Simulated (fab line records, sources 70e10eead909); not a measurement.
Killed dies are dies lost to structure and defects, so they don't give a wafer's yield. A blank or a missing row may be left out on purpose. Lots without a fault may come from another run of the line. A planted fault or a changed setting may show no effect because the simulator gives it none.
A struck lot beside a sound one | flow nand_harc | 14 steps out of a route of 1302
Sound: wafers L141.1, L141.3, L141.4. Struck: wafers L157.2, L157.4, L157.5. The cause comes at the end.
At each step with rows: each side's tool, then ch and its chambers, then its first start. Under that, the readings that differ: sound wafers | struck wafers | difference of the means | sigmas: that difference in standard deviations of wafers without a fault.
alike: readings whose means differ by less than 2 such deviations, and words and numbers that are the same on both sides. not compared: withheld readings, readings that some wafer has no value for, bounds like >300 that may hide the same value, and numbers for which the record gives no deviation and whose values overlap.
The two part at a step that has a row with sigmas, a row that says differs or no value, or rows on one side only. Numbers that don't overlap but have no deviation are shown without sigmas and don't part them. A reading that every wafer of one side lacks parts them only if that side has two wafers or more.

NHARC_A_ONON_D2_THK_MEAS_30: measures by ellipsometry.
  sound on film_metro-02, day 13 00:30; struck on film_metro-01, day 19 04:31
  alike: thk_nm
NHARC_A_ONON_D2_DEP_33: deposits SiO2, target thk 200 nm.
  sound on pecvd-02 ch 1,2, day 13 00:33; struck on pecvd-03 ch 0,1,2, day 19 04:43
  alike: heater_power_w, rf_fwd_power_W, susceptor_temp_C, throttle_valve_pct
NHARC_A_ONON_D2_THK_MEAS_34: measures by ellipsometry.
  sound on film_metro-02, day 13 00:58; struck on film_metro-02, day 19 05:02
  alike: thk_nm
NHARC_A_ONON_D2_INSPECT_32:
  sound on defect_inspect-01, day 13 01:02; struck on defect_inspect-02, day 19 05:08
  alike: raw_defect_count
NHARC_A_CHANNEL_HOLE_D2_DEP_00: deposits aC, target thk 3100 nm.
  sound on acl_dep-01 ch 0, day 13 01:06; struck on acl_dep-01 ch 0, day 19 08:24
  reading              | sound | struck               | difference                   | sigmas
  susceptor_temp_C (C) | - - - | 400.09 400.12 399.84 | no value on the sound wafers |
  alike: throttle_valve_pct
NHARC_A_CHANNEL_HOLE_D2_DEP_01: deposits SiON, target thk 140 nm.
  sound on pecvd-03 ch 0,1,2, day 13 03:01; struck on pecvd-04 ch 1,2, day 19 10:02
  alike: heater_power_w, rf_fwd_power_W, susceptor_temp_C
then, 5 steps without rows for these wafers: NHARC_A_CHANNEL_HOLE_D2_DEHYDRATE_02 (time 120 s); NHARC_A_CHANNEL_HOLE_D2_HMDS_03 (time 30 s); NHARC_A_CHANNEL_HOLE_D2_COAT_36 (time 75 s); NHARC_A_CHANNEL_HOLE_D2_COAT_37 (time 65 s); NHARC_A_CHANNEL_HOLE_D2_COAT_04 (resist thk 90 nm).
NHARC_A_CHANNEL_HOLE_D2_SOFTBAKE_05: time 55 s.
  sound on litho_track-06 ch 0, day 13 03:00; struck on litho_track-04 ch 0, day 19 10:00
  reading                  | sound                | struck               | difference | sigmas
  heater_power_total_W (W) | 188.34 188.41 188.60 | 178.73 178.62 178.73 | -9.76      | -70
then, 1 step without rows for these wafers: NHARC_A_CHANNEL_HOLE_D2_EBR_06.
-- the record jumps here: 11 days lie between the struck wafers' starts before and after (it left off in module A_CHANNEL_HOLE_D2 and takes up again in module END, whose first step shown is number 1302 of the route) --
NHARC_END_SORT_01:
  the record has rows for the struck wafers here (prober-02 ch 0, day 30 09:49) and none for the sound ones

WHERE THEY PART
First at NHARC_A_CHANNEL_HOLE_D2_DEP_00; last, within this record, at NHARC_END_SORT_01.

WHY: what the simulator had put in
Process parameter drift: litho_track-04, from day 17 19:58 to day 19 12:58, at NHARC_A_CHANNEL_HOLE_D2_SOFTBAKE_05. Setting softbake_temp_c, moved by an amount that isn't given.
